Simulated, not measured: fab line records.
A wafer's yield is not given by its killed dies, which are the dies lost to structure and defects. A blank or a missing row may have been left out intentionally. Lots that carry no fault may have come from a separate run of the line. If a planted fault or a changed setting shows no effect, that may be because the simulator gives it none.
Problem report in the 8D (eight disciplines) form, filled by code || flow n5 finfet || the parts of the form that need people (team, actions taken, sign-off) are left out

1. WHAT IS WRONG
At N5_BEOL_M12_COAT_66, plate temp C averages 226.37 C over 6 wafers from 2 lots, while fault-free wafers read 219.98 C, standard deviation 0.16. Relative to the usual mean, that is a shift of +40 standard deviations.
The step: time 60 s, resist thk 110 nm.
Seen first at day 14 23:02 on litho track-04, wafer L506.1. The record holds 34 wafers of 12 lots with a number at this step. By rule, "out" or "out of limits" means more than 4 standard deviations away from the usual mean. All remaining wafers that have a number are taken as sound.

2. WHAT IT IS AND WHAT IT IS NOT
{"question": "which readings at this step", "is": "plate temp C, heater power total W", "is not": "-"}
{"question": "which lots", "is": "L506, L509", "is not": "L492, L493, L494, L496, L497, L499, L501, L511, L512, L513"}
{"question": "which wafers of those lots", "is": "all that have a number", "is not": "-"}
{"question": "read on which tools", "is": "litho track-04", "is not": "litho track-01, litho track-02"}
{"question": "when", "is": "from day 14 23:02", "is not": "up to then (19 sound wafers); but 9 sound wafers of L511, L512, L513 came after"}

3. THE SUSPECTS, EACH WITH WHAT RULES IT OUT
Counting: a tool at any process step up to the reading remains a suspect when it ran all the lots that are out and ran no sound lot after the first of those.
- litho track-04 at N5_BEOL_M12_COAT_66 (time 60 s, resist thk 110 nm): kept. All lots that are out passed through it, beginning with L506 at day 14 23:02, and no sound lot followed; its final sound lot before that point was L499 at day 12 19:16. On those wafers its own readings are out: heater power total W, plate temp C.
Left after counting: litho track-04 at N5_BEOL_M12_COAT_66.

4. THE CAUSE (what the simulator had put in)
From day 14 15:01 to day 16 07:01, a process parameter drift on litho track-04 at N5_BEOL_M12_COAT_66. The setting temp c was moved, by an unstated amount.
After counting, this tool was the only one left.

5. THE CHAIN OF EFFECTS, in route order
Rows list readings where the struck wafers' mean (over those with a number) sits beyond 3 standard deviations from the usual. Readings are gone through only where the record gives a usual standard deviation; hours: the median, over the lots, of the time from a lot's start at the first step in this table giving one to that lot's start at this step; sigmas: the change measured in usual standard deviations.
{"hours": 0, "step": "N5_BEOL_M12_COAT_66", "reading": "heater power total W", "usual": "427.6 W", "on struck wafers": 442.4, "change": "+14.8", "sigmas": "+7.4"}
{"hours": 0, "step": "N5_BEOL_M12_COAT_66", "reading": "plate temp C", "usual": "219.98 C", "on struck wafers": 226.37, "change": "+6.39", "sigmas": "+40"}
Its process steps:
- N5_BEOL_M12_COAT_66: time 60 s, resist thk 110 nm.
At these later measuring or inspecting steps, every struck wafer for which the step has a row has a number for every such reading, and none has moved that far: N5_BEOL_M12_OVL_MEAS_29.

6. WHAT WOULD HAVE CAUGHT IT SOONER
First out-of-limits reading in this record: day 14 23:02, which is 8 hours after fault onset at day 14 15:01.
